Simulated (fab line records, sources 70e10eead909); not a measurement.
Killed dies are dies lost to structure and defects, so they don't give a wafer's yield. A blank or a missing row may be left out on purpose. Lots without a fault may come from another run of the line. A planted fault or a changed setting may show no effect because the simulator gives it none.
Chamber matching | flow nand_harc | NHARC_A_BONDPAD_DESCUM_11 on rie_diel-03: 4 sister chambers
The step chemistry O2, time 3 s. 7 wafers are shown with their chamber, then 8 later ones without.

WAFERS WITH THEIR CHAMBER
wafer  | chamber | oes_product_au (a.u.) | throttle_valve_pct (%)
L640.6 | 1       | 0.983                 | 11.304
L647.1 | 0       | 1.002                 | 11.302
L647.2 | 2       | 1.014                 | 11.329
L646.3 | 3       | 0.988                 | 11.327
L646.5 | 2       | 0.997                 | 11.317
L646.6 | 3       | 0.991                 | 11.308
L653.1 | 0       | 0.992                 | 11.315

WAFERS WITHOUT THEIR CHAMBER
wafer  | oes_product_au (a.u.) | throttle_valve_pct (%)
L653.5 | 0.986                 | 11.302
L653.6 | 0.993                 | 11.299
L655.4 | 1.010                 | 11.308
L655.5 | 1.011                 | 11.308
L655.6 | 0.989                 | 11.306
L662.1 | 0.992                 | 11.301
L662.2 | 0.995                 | 11.325
L662.6 | 0.989                 | 11.299

WHICH CHAMBER EACH WENT THROUGH
wafer  | from the rows above               | in truth
L653.5 | can't be placed: 1 or 0 or 3      | 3
L653.6 | can't be placed: 0 or 1 or 3 or 2 | 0
L655.4 | can't be placed: 2 or 0 or 3 or 1 | 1
L655.5 | can't be placed: 2 or 0 or 3 or 1 | 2
L655.6 | can't be placed: 1 or 0 or 3 or 2 | 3
L662.1 | can't be placed: 0 or 1 or 3 or 2 | 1
L662.2 | can't be placed: 3 or 2 or 0 or 1 | 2
L662.6 | can't be placed: 1 or 0 or 3      | 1
Placed correctly: 0 of 8. Can't be placed from these rows: 8 (the true chamber is among the candidates in 8). Placed wrongly: 0.
How it was worked out, from the rows above alone: a wafer's distance from a chamber is the root of the sum, over the readings, of the square of ((its reading less the chamber's mean) divided by the reading's scatter). The wafer belongs to the nearest chamber; if the next one is less than 2 further off, it can't be placed. A chamber's mean is the mean of its shown wafers. The scatter: the root of (the sum of the squares of (reading less its chamber's mean) over the shown wafers, divided by (wafers less chambers)).
